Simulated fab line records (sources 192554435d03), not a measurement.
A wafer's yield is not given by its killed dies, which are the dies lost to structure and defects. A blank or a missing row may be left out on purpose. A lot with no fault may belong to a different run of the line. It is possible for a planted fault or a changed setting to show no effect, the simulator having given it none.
Problem report in the 8D (eight disciplines) form, filled by code || flow n5_finfet || the parts of the form that need people (team, actions taken, sign-off) are left out

== 1. WHAT WENT WRONG ==
Mean of susceptor_temp_C at N5_BEOL_M3_PECVD_72: 386.86 C across 2 wafers in 2 lots; on wafers with no fault it is 399.97 C (standard deviation 0.22). That puts it -60 standard deviations away from the usual mean.
The step: deposits SiO2 from TEOS/O2, target thk 16 nm, time 18 s.
First seen on wafer L988.2, day 11 10:59, on pecvd-04. Wafers with a number at this step in the record: 12, from 4 lots. By rule, "out" or "out of limits" means more than 4 standard deviations away from the usual mean. The other wafers with a number count as sound.

== 2. WHAT IT IS, WHAT IT ISN'T ==
{"question": "which readings at this step", "is": "susceptor_temp_C", "is not": "heater_power_outer_w, heater_power_w, rf_fwd_power_W, showerhead_plenum_p_Torr, throttle_valve_pct"}
{"question": "which lots", "is": "L988, L989", "is not": "L978, L994"}
{"question": "which wafers of those lots", "is": "L988.2, L989.4", "is not": "L988.3, L988.6, L989.2, L989.5"}
{"question": "read on which tools", "is": "pecvd-04", "is not": "pecvd-02"}
{"question": "when", "is": "from day 11 10:59", "is not": "up to then (5 sound wafers); but 5 sound wafers of L989, L994 came after"}

== 3. WHAT RULES OUT EACH SUSPECT ==
Counting: any tool at a process step up to the reading remains a suspect provided it ran every lot that is out. Sound lots after the first of them don't rule it out here, since some wafers of a struck lot are sound.
- pecvd-04 at N5_BEOL_M3_PECVD_72 (deposits SiO2 from TEOS/O2, target thk 16 nm, time 18 s): kept. Every lot that is out went through it, the first being L988 (day 11 10:59); the last sound lot it ran before that was L978 (day 8 12:54). Out on those wafers are its own readings of susceptor_temp_C.
- At N5_BEOL_M3_PECVD_72, inside pecvd-04: chamber 1 took the wafers that are out, while their sound lot-mates went through chambers 0, 2.
The count leaves pecvd-04 at N5_BEOL_M3_PECVD_72.

== 4. THE CAUSE (what the simulator had put in) ==
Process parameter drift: pecvd-04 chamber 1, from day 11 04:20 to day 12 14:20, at N5_BEOL_M3_PECVD_72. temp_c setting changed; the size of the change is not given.
Counting left only this tool.

== 5. SEQUENCE OF EFFECTS, ordered by route ==
Rows list readings where the struck wafers' mean (over those with a number) sits beyond 3 standard deviations from the usual. Readings are gone through only where the record gives a usual standard deviation; hours: the median, over the lots, of the time from a lot's start at the first step in this table giving one to that lot's start at this step; sigmas: the change measured in usual standard deviations.
{"hours": 0, "step": "N5_BEOL_M3_PECVD_72", "reading": "susceptor_temp_C", "usual": "399.97 C", "on struck wafers": 386.86, "change": -13.11, "sigmas": -60}
Process steps it contains:
- N5_BEOL_M3_PECVD_72: deposits SiO2 from TEOS/O2, target thk 16 nm, time 18 s.
Later measuring or inspecting steps at which every struck wafer that the step has a row for has a number for every such reading, and none has moved that far: N5_BEOL_M4_RC_MEAS_101.

== 6. HOW IT WOULD HAVE BEEN CAUGHT EARLIER ==
In this record no reading fell out of limits until day 11 10:59, 7 hours after the fault had begun at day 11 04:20.
